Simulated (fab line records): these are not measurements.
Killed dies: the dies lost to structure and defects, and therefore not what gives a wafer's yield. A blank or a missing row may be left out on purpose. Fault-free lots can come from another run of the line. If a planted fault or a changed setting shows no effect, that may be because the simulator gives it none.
Split-lot trial || flow n5_finfet || 21 wafers read from 7 lots, route of 1938 steps

== ABOUT THE SPLIT ==
At N5_HKMG_FIN_ETCH_54 (etches SiARC in CF4, target depth 45.5 nm, time 75.8 s), the setting source_w was moved away from the recipe's 545 W on 8 of the 21 wafers read, by +7.5% to +16.6%. The other wafers ran this setting at the recipe's value.

The reading is taken at the split's own step.

== THE READING ==
rf_vpp_V, in V, at N5_HKMG_FIN_ETCH_54 (etches SiARC in CF4, target depth 45.5 nm, time 75.8 s). A value of 184.3 V with a standard deviation of 0.94 V is what fault-free wafers of this fab line usually give.

{"wafer": "L074.2", "tool, chamber at the split": "rie_diel-01, 3", "source_w as run, W": 545, "against the recipe": "recipe", "rf_vpp_V, V": 185.0, "against lot-mates on the recipe": "-"}
{"wafer": "L074.3", "tool, chamber at the split": "rie_diel-01, 1", "source_w as run, W": 586, "against the recipe": "+7.5%", "rf_vpp_V, V": 181.0, "against lot-mates on the recipe": -4.0}
{"wafer": "L074.4", "tool, chamber at the split": "rie_diel-01, 0", "source_w as run, W": 586, "against the recipe": "+7.5%", "rf_vpp_V, V": 179.3, "against lot-mates on the recipe": -5.7}
{"wafer": "L076.1", "tool, chamber at the split": "rie_diel-04, 2", "source_w as run, W": 592.8, "against the recipe": "+8.8%", "rf_vpp_V, V": 179.1, "against lot-mates on the recipe": -5.2}
{"wafer": "L076.2", "tool, chamber at the split": "rie_diel-04, 3", "source_w as run, W": 592.8, "against the recipe": "+8.8%", "rf_vpp_V, V": 180.4, "against lot-mates on the recipe": -3.9}
{"wafer": "L076.5", "tool, chamber at the split": "rie_diel-04, 0", "source_w as run, W": 545, "against the recipe": "recipe", "rf_vpp_V, V": 184.3, "against lot-mates on the recipe": "-"}
{"wafer": "L084.3", "tool, chamber at the split": "rie_diel-04, 3", "source_w as run, W": 545, "against the recipe": "recipe", "rf_vpp_V, V": 184.8, "against lot-mates on the recipe": "-"}
{"wafer": "L084.5", "tool, chamber at the split": "rie_diel-04, 1", "source_w as run, W": 635.2, "against the recipe": "+16.6%", "rf_vpp_V, V": 174.7, "against lot-mates on the recipe": -10.1}
{"wafer": "L084.6", "tool, chamber at the split": "rie_diel-04, 2", "source_w as run, W": 635.2, "against the recipe": "+16.6%", "rf_vpp_V, V": 176.4, "against lot-mates on the recipe": -8.4}
{"wafer": "L085.1", "tool, chamber at the split": "rie_diel-04, 1", "source_w as run, W": 545, "against the recipe": "recipe", "rf_vpp_V, V": 184.5, "against lot-mates on the recipe": "-"}
{"wafer": "L085.5", "tool, chamber at the split": "rie_diel-04, 3", "source_w as run, W": 545, "against the recipe": "recipe", "rf_vpp_V, V": 182.8, "against lot-mates on the recipe": "-"}
{"wafer": "L085.6", "tool, chamber at the split": "rie_diel-04, 0", "source_w as run, W": 545, "against the recipe": "recipe", "rf_vpp_V, V": 185.3, "against lot-mates on the recipe": "-"}
{"wafer": "L092.1", "tool, chamber at the split": "rie_diel-04, 0", "source_w as run, W": 545, "against the recipe": "recipe", "rf_vpp_V, V": 183.6, "against lot-mates on the recipe": "-"}
{"wafer": "L092.2", "tool, chamber at the split": "rie_diel-04, 2", "source_w as run, W": 545, "against the recipe": "recipe", "rf_vpp_V, V": 184.4, "against lot-mates on the recipe": "-"}
{"wafer": "L092.3", "tool, chamber at the split": "rie_diel-04, 1", "source_w as run, W": 545, "against the recipe": "recipe", "rf_vpp_V, V": 184.5, "against lot-mates on the recipe": "-"}
{"wafer": "L093.2", "tool, chamber at the split": "rie_diel-04, 0", "source_w as run, W": 545, "against the recipe": "recipe", "rf_vpp_V, V": 184.5, "against lot-mates on the recipe": "-"}
{"wafer": "L093.3", "tool, chamber at the split": "rie_diel-04, 1", "source_w as run, W": 611.7, "against the recipe": "+12.2%", "rf_vpp_V, V": 176.5, "against lot-mates on the recipe": -8.0}
{"wafer": "L093.4", "tool, chamber at the split": "rie_diel-04, 0", "source_w as run, W": 611.7, "against the recipe": "+12.2%", "rf_vpp_V, V": 177.1, "against lot-mates on the recipe": -7.4}
{"wafer": "L091.1", "tool, chamber at the split": "rie_diel-04, 1", "source_w as run, W": 545, "against the recipe": "recipe", "rf_vpp_V, V": 183.7, "against lot-mates on the recipe": "-"}
{"wafer": "L091.5", "tool, chamber at the split": "rie_diel-04, 1", "source_w as run, W": 545, "against the recipe": "recipe", "rf_vpp_V, V": 184.4, "against lot-mates on the recipe": "-"}
{"wafer": "L091.6", "tool, chamber at the split": "rie_diel-04, 0", "source_w as run, W": 545, "against the recipe": "recipe", "rf_vpp_V, V": 184.5, "against lot-mates on the recipe": "-"}

THE FIT
A straight line over all 21 wafers: rf_vpp_V changes by -0.554 V for each +1% of source_w; r = -0.98; the points scatter about the line by 0.74 V.
The same after taking each lot's own level away (the mean of its wafers on the recipe; 21 wafers): -0.579 V for each +1%; r = -0.98; scatter 0.73 V.
The reading moves by 9.6 V for the largest change in source_w, on that fit.
Across the lots, their own levels run from 184.17 to 185.00 V, a range of 0.9 times the standard deviation given above.
Hence the lot-to-lot level has little effect on the slope; both slopes agree.
Check: for one of the wafers moved furthest among these (+16.6%), held out of the fit, the line's prediction against its lot-mates is -9.44 V. It came out at -10.1 V against them.
Tool readings at the split's step, against how far the setting was moved: etch_rf_on_time_s r = -0.90; rf_vpp_V r = -0.98.

== THESE WAFERS: OTHER SPLITS ==
Before the reading, these wafers also passed through other splits. Each is held against what the fit with the lots' levels taken away leaves over:
{"other split on the same wafers": "N5_PMOS_HMC_CHANNEL_EPI_PEB_07 peb_temp_c", "wafers away from the commonest value": 8, "r with rf_vpp_V (lot level and that fit taken away)": -0.19}
{"other split on the same wafers": "N5_FIN_CUT_COAT_19 spin_rpm", "wafers away from the commonest value": 6, "r with rf_vpp_V (lot level and that fit taken away)": "+0.00"}
{"other split on the same wafers": "N5_DUMMY_GATE_ETCH_42 bias_w", "wafers away from the commonest value": 8, "r with rf_vpp_V (lot level and that fit taken away)": "+0.37"}
{"other split on the same wafers": "N5_SD_EPI_N_EPI_21 temp_c", "wafers away from the commonest value": 6, "r with rf_vpp_V (lot level and that fit taken away)": -0.18}
{"other split on the same wafers": "N5_SD_EPI_P_COAT_03 spin_rpm", "wafers away from the commonest value": 9, "r with rf_vpp_V (lot level and that fit taken away)": -0.07}

== THE WHOLE CHAIN: every reading that the file lists as answering this split, in the file's order ==
{"step": "N5_HKMG_FIN_ETCH_54", "what it does": "etches SiARC in CF4, target depth 45.5 nm, time 75.8 s", "reading": "etch_rf_on_time_s", "change (the file's fit)": "withheld for each +1% of the setting", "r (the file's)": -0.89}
{"step": "N5_HKMG_FIN_ETCH_54", "what it does": "etches SiARC in CF4, target depth 45.5 nm, time 75.8 s", "reading": "rf_vpp_V", "change (the file's fit)": "-0.58 V for each +1% of the setting", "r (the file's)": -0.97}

== FILE'S OWN FIT ==
rf_vpp_V changes by -0.58 V for each +1% of source_w, r = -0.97.
